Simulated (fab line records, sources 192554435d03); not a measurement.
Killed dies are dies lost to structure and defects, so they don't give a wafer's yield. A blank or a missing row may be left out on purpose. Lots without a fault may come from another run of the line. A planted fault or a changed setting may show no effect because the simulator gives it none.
Problem report in the 8D (eight disciplines) form, filled by code | flow n5_finfet | the parts of the form that need people (team, actions taken, sign-off) are left out

1. THE PROBLEM
oes_product_au at N5_SD_EPI_P_SD_RECESS_17 reads a mean of 1.113 a.u. on 2 wafers of 2 lots; wafers without a fault read 0.993 a.u. with a standard deviation of 0.015. That is +8.0 standard deviations from the usual mean.
The step: chemistry HBr/Cl2/O2, target depth 39.1 nm, bt time 3 s.
First seen on wafer L176.3, day 5 20:46, on rie_si-06. The record holds 21 wafers of 7 lots with a number at this step. Rule for "out", or "out of limits": more than 4 standard deviations from the usual mean. The other wafers with a number count as sound.

2. WHAT IT IS AND WHAT IT IS NOT
question                    | is               | is not
which readings at this step | oes_product_au   | chamber_pressure_mTorr, drypump_motor_current_A, oes_o_777_au, rf_fwd_power_W, throttle_valve_pct
which lots                  | L176, L177       | L167, L181, L182, L185, L189
which wafers of those lots  | L176.3, L177.5   | L176.1, L176.5, L177.3, L177.4
read on which tools         | rie_si-06        | rie_si-01, rie_si-04
when                        | from day 5 20:46 | up to then (5 sound wafers); but 14 sound wafers of L177, L181, L182, L185, L189 came after

3. SUSPECTS, AND WHAT RULES EACH OUT
Counting: a tool at a process step up to the reading stays a suspect if it ran every lot that is out. Sound lots after the first of them don't rule it out here, since some wafers of a struck lot are sound.
- ald_sin-04 at N5_SPACER0_ALD_00 (deposits SiOCN, target thk 3.5 nm, pulse time 3 s, purge time 2 s): kept. It ran every lot that is out, first L176 (day 5 13:17).
- rie_si-06 at N5_SD_EPI_P_SD_RECESS_17 (chemistry HBr/Cl2/O2, target depth 39.1 nm, bt time 3 s): kept. It ran every lot that is out, first L176 (day 5 20:46). Its own readings are out on those wafers: oes_product_au.
- Within rie_si-06 at N5_SD_EPI_P_SD_RECESS_17: the wafers that are out ran in chamber 0; their sound lot-mates ran in chambers 2, 3.
Left after counting: ald_sin-04 at N5_SPACER0_ALD_00, rie_si-06 at N5_SD_EPI_P_SD_RECESS_17.

4. THE CAUSE (what the simulator had put in)
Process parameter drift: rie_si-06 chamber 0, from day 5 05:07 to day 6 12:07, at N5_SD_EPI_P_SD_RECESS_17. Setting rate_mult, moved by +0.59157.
Counting left 2 suspects, and this tool is among them.

5. THE CHAIN OF EFFECTS, in route order
Each row: a reading whose mean over the struck wafers that have a number lies more than 3 standard deviations from the usual. Only readings for which the record gives a usual standard deviation are gone through. hours: the time from each lot's start at the first step in this table that gives one to its start at this step, as a median over the lots. sigmas: the change in usual standard deviations.
hours | step                     | reading            | usual      | on struck wafers | change | sigmas
0     | N5_SD_EPI_P_SD_RECESS_17 | oes_product_au     | 0.993 a.u. | 1.113            | +0.120 | +8.0
246   | N5_PASSIVATION_PROBE_49  | sort_bin_4_leakage | 0.00 %     | 91.56            | +91.56 | +99 or more
246   | N5_PASSIVATION_PROBE_49  | sort_n_pass        | 1077       | 0                | -1077  | -51
246   | N5_PASSIVATION_PROBE_49  | sort_yield_pct     | 91.3 %     | 0.0              | -91.3  | -54
The process steps in it:
- N5_SD_EPI_P_SD_RECESS_17: chemistry HBr/Cl2/O2, target depth 39.1 nm, bt time 3 s.
- N5_PASSIVATION_PROBE_49
Readings that are blank on the struck wafers while sound wafers have them: CJ_P at N5_BEOL_M4_RC_MEAS_101; DIBL_P at N5_BEOL_M4_RC_MEAS_101; EOT_P at N5_BEOL_M4_RC_MEAS_101; IGATE_P at N5_BEOL_M4_RC_MEAS_101; IOFF_P at N5_BEOL_M4_RC_MEAS_101; IOFF_P_85C at N5_BEOL_M4_RC_MEAS_101; IOFF_P_LIN at N5_BEOL_M4_RC_MEAS_101; IOFF_P_LONG at N5_BEOL_M4_RC_MEAS_101; and 9 more.

6. WHAT WOULD HAVE CAUGHT IT SOONER
In this record the first reading out of limits was taken at day 5 20:46, 16 hours after the fault began at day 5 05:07.
